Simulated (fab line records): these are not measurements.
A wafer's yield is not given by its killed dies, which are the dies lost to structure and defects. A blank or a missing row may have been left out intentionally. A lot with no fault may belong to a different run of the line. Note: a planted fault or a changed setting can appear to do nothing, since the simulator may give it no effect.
Which tool is to blame? ; flow n5-finfet ; 40 wafers from 14 lots sampled at 6 of the route's 1938 steps

== WHAT EACH GAUGE READ, for each wafer ==
N5_SD_EPI_N_OVL_MEAS_10. Usual: SD_N_BLK_OVL gives 0.4 nm (standard deviation 0.76).
lot;measured;on;SD_N_BLK_OVL (nm);flag
L351;day 3 05:05;overlay-01;-0.7 -0.6 -0.6;
L352;day 3 14:55;overlay-02;-0.1 0.2 1.3;
L353;day 3 18:44;overlay-01;0.6 0.3 1.1;
L355;day 4 06:26;overlay-01;1.2 0.5 0.0;
L359;day 5 07:26;overlay-01;1.5 0.5;
L360;day 5 12:35;overlay-01;0.1 0.5;
L363;day 6 09:37;overlay-01;0.6 1.2 1.6;
L365;day 6 19:40;overlay-02;-0.3 0.8 -1.0;
L366;day 7 02:32;overlay-02;0.3 0.4 0.5;
L369;day 7 21:11;overlay-02;1.2 0.6 0.8;
L370;day 8 00:55;overlay-01;-0.6 -0.9 -0.5;
L371;day 8 08:20;overlay-01;2.5 1.1 1.4;
L372;day 8 11:16;overlay-02;0.7 0.3 0.6;
L373;day 8 23:01;overlay-02;0.5 -0.1 -0.2;

N5_SD_EPI_N_EPI_MEAS_23. Usual: thk-nm reads 59.0 nm (standard deviation 1.1).
lot;measured;on;thk-nm (nm);flag
L351;day 3 08:34;film-metro-02;57.8 59.2 56.5;
L352;day 3 19:06;film-metro-01;57.3 58.1 58.9;
L353;day 3 22:47;film-metro-01;59.3 57.2 57.7;
L355;day 4 10:40;film-metro-02;59.2 58.1 59.3;
L359;day 5 12:00;film-metro-02;58.6 0.1;OFF
L360;day 5 16:46;film-metro-02;1.7 59.2;OFF
L363;day 6 13:49;film-metro-02;60.6 60.4 59.8;
L365;day 6 23:08;film-metro-01;60.0 59.5 58.1;
L366;day 7 07:13;film-metro-02;59.3 59.4 61.0;
L369;day 8 01:23;film-metro-01;58.8 58.0 59.7;
L370;day 8 04:23;film-metro-01;58.4 57.8 60.0;
L371;day 8 13:56;film-metro-02;61.3 58.0 59.6;
L372;day 8 14:43;film-metro-01;58.8 59.5 59.3;
L373;day 9 02:40;film-metro-02;58.5 57.7 62.7;

== WHICH TOOL RAN EACH LOT (tool, then ch and the chambers of the sampled wafers, then the start) ==
lot;N5_SPACER0_ALD_08;N5_SD_EPI_N_ETCH_34;N5_SD_EPI_N_ETCHBACK_44;N5_SD_EPI_N_ETCH_45
L351;ald-sin-01 ch 1,2,3, day 3 04:30;rie-diel-03 ch 0,1,2, day 3 05:11;rie-diel-03 ch 0,1,2, day 3 05:34;rie-diel-03 ch 0,1,2, day 3 05:40
L352;ald-sin-01 ch 0,1,3, day 3 14:19;rie-diel-03 ch 0,1,2, day 3 15:00;rie-diel-03 ch 0,1,2, day 3 15:23;rie-diel-03 ch 0,1,2, day 3 15:29
L353;ald-sin-01 ch 1,2,3, day 3 18:16;rie-diel-04 ch 0,3, day 3 18:49;rie-diel-04 ch 0,3, day 3 19:12;rie-diel-04 ch 0,3, day 3 19:18
L355;ald-sin-02 ch 1,2, day 4 05:51;rie-diel-05 ch 1,2,3, day 4 06:32;rie-diel-05 ch 1,2,3, day 4 06:55;rie-diel-05 ch 1,2,3, day 4 07:01
L359;ald-sin-04 ch 0,3, day 5 06:51;rie-diel-03 ch 0,1, day 5 07:53;rie-diel-03 ch 0,1, day 5 08:16;rie-diel-03 ch 0,1, day 5 08:22
L360;ald-sin-02 ch 0,1, day 5 11:59;rie-diel-03 ch 0,3, day 5 12:40;rie-diel-03 ch 0,3, day 5 13:03;rie-diel-03 ch 0,3, day 5 13:09
L363;ald-sin-02 ch 0,2, day 6 09:02;rie-diel-05 ch 0,1,2, day 6 09:43;rie-diel-05 ch 0,1,2, day 6 10:05;rie-diel-05 ch 0,1,2, day 6 10:11
L365;ald-sin-04 ch 0,2,3, day 6 19:04;rie-diel-04 ch 1,2,3, day 6 19:45;rie-diel-04 ch 1,2,3, day 6 20:08;rie-diel-04 ch 1,2,3, day 6 20:14
L366;ald-sin-01 ch 0,1, day 7 02:04;rie-diel-04 ch 1,2,3, day 7 02:49;rie-diel-04 ch 1,2,3, day 7 03:12;rie-diel-04 ch 1,2,3, day 7 03:18
L369;ald-sin-02 ch 1,2,3, day 7 20:35;rie-diel-04 ch 2,3, day 7 21:16;rie-diel-04 ch 2,3, day 7 21:39;rie-diel-04 ch 2,3, day 7 21:45
L370;ald-sin-01 ch 1,3, day 8 00:20;rie-diel-05 ch 2,3, day 8 01:01;rie-diel-05 ch 2,3, day 8 01:23;rie-diel-05 ch 2,3, day 8 01:29
L371;ald-sin-02 ch 0,1, day 8 07:44;rie-diel-04 ch 1,2,3, day 8 08:51;rie-diel-04 ch 1,2,3, day 8 09:14;rie-diel-04 ch 1,2,3, day 8 09:20
L372;ald-sin-04 ch 0,1, day 8 10:41;rie-diel-03 ch 0,1, day 8 11:22;rie-diel-03 ch 0,1, day 8 11:44;rie-diel-03 ch 0,1, day 8 11:50
L373;ald-sin-04 ch 0,2,3, day 8 22:26;rie-diel-04 ch 1,2,3, day 8 23:18;rie-diel-04 ch 1,2,3, day 8 23:41;rie-diel-04 ch 1,2,3, day 8 23:47
- N5_SPACER0_ALD_08: deposits SiNx, target thk 2 nm.
- N5_SD_EPI_N_ETCH_34: etches SiARC in CF4, target depth 45.5 nm, time 75.8 s.
- N5_SD_EPI_N_ETCHBACK_44: etches SiNx in CH3F/O2, stops on SiO2, target depth 14.5 nm.
- N5_SD_EPI_N_ETCH_45: etches SiOCN in CH3F/O2, target depth 6 nm.

== WHAT THE TOOLS THEMSELVES READ (means of the sampled wafers that have a number; where no wafer has one, the mark that the record gives instead) ==
N5_SPACER0_ALD_08. Usual: heater-power-w reads 853 W (standard deviation 110).
lot;tool;heater-power-w (W);flag
L351;ald-sin-01;918;
L352;ald-sin-01;964;
L353;ald-sin-01;911;
L355;ald-sin-02;923;
L359;ald-sin-04;810;
L360;ald-sin-02;836;
L363;ald-sin-02;821;
L365;ald-sin-04;828;
L366;ald-sin-01;887;
L369;ald-sin-02;830;
L370;ald-sin-01;1014;
L371;ald-sin-02;817;
L372;ald-sin-04;833;
L373;ald-sin-04;827;

N5_SD_EPI_N_ETCH_34. Usual: drypump-motor-current-A 6.0 A, standard deviation 0.44; etch-rf-on-time-s 75.8 s, standard deviation 1.6; oes-product-au 0.65 a.u., standard deviation 0.069; rf-vpp-V 184.0 V, standard deviation 1.1; showerhead-plenum-p-Torr 2.13 Torr, standard deviation 0.059; throttle-valve-pct 15.57 %, standard deviation 0.24.
lot;tool;drypump-motor-current-A (A);etch-rf-on-time-s (s);oes-product-au (a.u.);rf-vpp-V (V);showerhead-plenum-p-Torr (Torr);throttle-valve-pct (%);flag
L351;rie-diel-03;6.0;74.9;0.69;184.1;2.16;15.61;
L352;rie-diel-03;6.0;75.5;0.69;184.7;2.16;15.62;
L353;rie-diel-04;6.3;77.0;0.68;183.2;2.13;15.32;
L355;rie-diel-05;5.7;76.0;0.62;183.2;2.13;15.53;
L359;rie-diel-03;5.9;75.5;0.71;183.3;2.12;15.45;
L360;rie-diel-03;5.4;75.0;0.72;184.2;2.13;15.61;
L363;rie-diel-05;5.6;76.4;0.60;183.2;2.07;15.60;
L365;rie-diel-04;6.1;76.8;0.63;184.3;2.13;15.54;
L366;rie-diel-04;6.2;75.8;0.63;184.1;2.13;15.56;
L369;rie-diel-04;6.2;76.8;0.62;183.1;2.10;15.72;
L370;rie-diel-05;6.1;76.1;0.60;184.1;2.14;15.59;
L371;rie-diel-04;6.2;75.7;0.63;183.3;2.12;15.58;
L372;rie-diel-03;6.2;73.3;0.71;184.8;2.11;15.44;
L373;rie-diel-04;6.2;75.5;0.62;183.5;2.12;15.59;

N5_SD_EPI_N_ETCHBACK_44. Usual: CH3F_flow_sccm 30.00 sccm, standard deviation 0.09; O2_flow_sccm 19.99 sccm, standard deviation 0.06; drypump-motor-current-A 6.0 A, standard deviation 0.45; oes-product-au 0.65 a.u., standard deviation 0.063; rf-vpp-V 295 V, standard deviation 5.2; showerhead-plenum-p-Torr 1.99 Torr, standard deviation 0.061; throttle-valve-pct 16.30 %, standard deviation 0.24.
lot;tool;CH3F_flow_sccm (sccm);O2_flow_sccm (sccm);drypump-motor-current-A (A);oes-product-au (a.u.);rf-vpp-V (V);showerhead-plenum-p-Torr (Torr);throttle-valve-pct (%);flag
L351;rie-diel-03;29.96;20.04;5.9;0.69;296;2.02;16.38;
L352;rie-diel-03;29.97;20.00;5.9;0.69;296;2.02;16.38;
L353;rie-diel-04;30.02;19.98;6.3;0.69;305;1.99;16.07;
L355;rie-diel-05;29.98;19.99;5.7;0.62;290;1.99;16.24;
L359;rie-diel-03;29.90;20.00;5.9;0.64;295;1.98;16.18;
L360;rie-diel-03;29.98;19.98;5.4;0.65;298;1.99;16.34;
L363;rie-diel-05;30.07;19.91;5.6;0.60;289;1.92;16.30;
L365;rie-diel-04;30.06;19.99;6.2;0.64;298;1.99;16.27;
L366;rie-diel-04;30.04;19.94;6.2;0.63;297;1.99;16.27;
L369;rie-diel-04;30.00;20.01;6.2;0.63;296;1.96;16.43;
L370;rie-diel-05;30.03;19.95;6.1;0.60;288;2.00;16.29;
L371;rie-diel-04;29.96;20.01;6.2;0.63;298;1.98;16.31;
L372;rie-diel-03;29.92;19.97;6.2;0.69;294;1.97;16.18;
L373;rie-diel-04;29.99;19.96;6.2;0.62;297;1.98;16.31;

N5_SD_EPI_N_ETCH_45. Usual: CH3F_flow_sccm 30.01 sccm, standard deviation 0.096; O2_flow_sccm 20.01 sccm, standard deviation 0.063; drypump-motor-current-A 6.0 A, standard deviation 0.44; oes-product-au 0.76 a.u., standard deviation 0.081; rf-vpp-V 127.3 V, standard deviation 0.98; showerhead-plenum-p-Torr 1.98 Torr, standard deviation 0.061; throttle-valve-pct 23.22 %, standard deviation 0.27.
lot;tool;CH3F_flow_sccm (sccm);O2_flow_sccm (sccm);drypump-motor-current-A (A);oes-product-au (a.u.);rf-vpp-V (V);showerhead-plenum-p-Torr (Torr);throttle-valve-pct (%);flag
L351;rie-diel-03;29.93;20.03;5.9;0.81;127.3;2.01;23.36;
L352;rie-diel-03;30.05;20.07;6.0;0.81;128.3;2.01;23.37;
L353;rie-diel-04;29.99;19.95;6.2;0.80;126.7;1.98;23.03;
L355;rie-diel-05;30.09;20.06;5.7;0.71;127.2;1.98;23.14;
L359;rie-diel-03;30.01;20.04;5.9;0.59;127.1;1.98;23.13;
L360;rie-diel-03;29.96;20.02;5.5;0.54;125.6;1.98;23.34;
L363;rie-diel-05;30.05;19.98;5.6;0.70;127.1;1.92;23.15;
L365;rie-diel-04;30.00;20.00;6.2;0.74;127.5;1.98;23.17;
L366;rie-diel-04;30.09;19.97;6.2;0.74;127.7;1.98;23.17;
L369;rie-diel-04;30.00;19.98;6.3;0.74;126.6;1.95;23.36;
L370;rie-diel-05;30.04;20.03;6.1;0.69;127.6;1.99;23.18;
L371;rie-diel-04;29.97;19.99;6.2;0.73;127.6;1.98;23.19;
L372;rie-diel-03;29.96;19.99;6.1;0.82;126.4;1.96;23.12;
L373;rie-diel-04;29.92;19.98;6.2;0.73;126.8;1.98;23.20;

== THE ANSWER, worked out from the rows above alone ==
Rule: lot off if the mean of its wafers having a number is beyond 3 standard deviations from the usual mean. Also off: a lot with no number at a reading for which 4 or more lots have one. All remaining lots with rows at the step are treated as sound. First the gauges in route order, then the tools' own readings, where a lot's mean is used as printed above. At the first step where some lot is off, the reading lying furthest off is the one used; lots without a number count as furthest.
Off at N5_SD_EPI_N_EPI_MEAS_23 (thk-nm): L359, L360.
If a tool, at a process step before that reading, ran all the lots that are off and no sound lot after the first of them, it fits. Those tools and the gauges at N5_SD_EPI_N_EPI_MEAS_23 are tried in the same way. No candidate that was tried fits.

== WHAT THE SIMULATOR HAD PUT IN ==
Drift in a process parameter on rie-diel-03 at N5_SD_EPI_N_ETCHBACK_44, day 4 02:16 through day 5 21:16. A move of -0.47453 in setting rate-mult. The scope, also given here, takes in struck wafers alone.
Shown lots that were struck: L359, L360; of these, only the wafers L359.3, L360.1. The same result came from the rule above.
